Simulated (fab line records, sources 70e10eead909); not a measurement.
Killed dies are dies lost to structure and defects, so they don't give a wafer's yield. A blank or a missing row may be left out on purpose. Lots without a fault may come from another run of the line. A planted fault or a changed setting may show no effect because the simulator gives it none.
Which tool did it? | flow nand_harc | 24 lots, 72 wafers sampled, at 1 step of a route of 1302

WHAT THE GAUGES READ, wafer by wafer
NHARC_P_M0_CD_MEAS_16.
lot  | measured     | on        | cd_nm (nm)
L074 | day 6 00:58  | cd_sem-01 | 88.8 90.1 88.9
L075 | day 6 15:47  | cd_sem-03 | 89.0 90.0 90.3
L076 | day 6 20:17  | cd_sem-02 | 90.8 91.5 90.6
L077 | day 7 09:19  | cd_sem-01 | 90.1 89.1 88.1
L078 | day 7 12:28  | cd_sem-02 | 90.2 88.4 89.8
L079 | day 8 01:35  | cd_sem-01 | 89.0 90.1 89.4
L080 | day 8 14:41  | cd_sem-02 | 90.1 89.9 88.8
L081 | day 9 03:25  | cd_sem-01 | 88.9 90.2 90.4
L082 | day 9 12:04  | cd_sem-03 | 91.4 90.6 90.6
L083 | day 9 15:16  | cd_sem-02 | 87.7 89.2 90.0
L084 | day 10 13:31 | cd_sem-03 | 88.8 88.3 88.3
L085 | day 10 16:34 | cd_sem-01 | 89.0 90.0 89.4
L086 | day 10 23:10 | cd_sem-02 | 90.4 89.7 89.5
L087 | day 11 14:55 | cd_sem-03 | 92.3 89.3 90.1
L088 | day 12 05:11 | cd_sem-03 | 89.3 90.3 89.3
L089 | day 12 05:46 | cd_sem-03 | 89.2 88.0 89.9
L090 | day 13 00:09 | cd_sem-01 | 90.3 90.2 89.2
L091 | day 13 04:23 | cd_sem-02 | 89.4 89.4 88.9
L092 | day 13 23:58 | cd_sem-03 | 90.0 89.7 89.4
L093 | day 14 04:47 | cd_sem-01 | 90.5 89.0 89.1
L094 | day 14 10:05 | cd_sem-01 | 89.7 89.5 89.3
L095 | day 14 14:58 | cd_sem-02 | 89.5 89.3 89.5
L096 | day 15 05:26 | cd_sem-01 | 89.8 90.3 89.8
L097 | day 15 16:46 | cd_sem-03 | 89.3 90.0 88.5

WHICH TOOL RAN EACH LOT (tool, then ch and the chambers of the sampled wafers, then the start)
The record holds no process step before these readings.

WHAT THE TOOLS THEMSELVES READ (means of the sampled wafers that have a number; where no wafer has one, the mark that the record gives instead)
The record holds no such reading with a usual standard deviation.

THE ANSWER, worked out from the rows above alone
Rule: what is usual is taken from the lots themselves. Put in order of their means at a reading, lots are off if they are a third of the lots or fewer, leave a main group of 4 or more, and stand apart from it by a gap of 3 or more times the standard deviation of the main group's means; of several such gaps the widest counts. A main group whose means are all the same, to the digits that the tables above print for the reading, isn't used. A lot without any number at a reading at which 4 lots or more have one is off too. The other lots that the step has rows for count as sound. The gauges are gone through in route order, then the tools' own readings, and for those a lot's mean is taken as printed above. The first step at which some lot is off is used, and at that step the reading that is off furthest; a lot without a number counts as furthest.
No lot is off at any reading shown: from this, nothing can be told.

WHAT THE SIMULATOR HAD PUT IN
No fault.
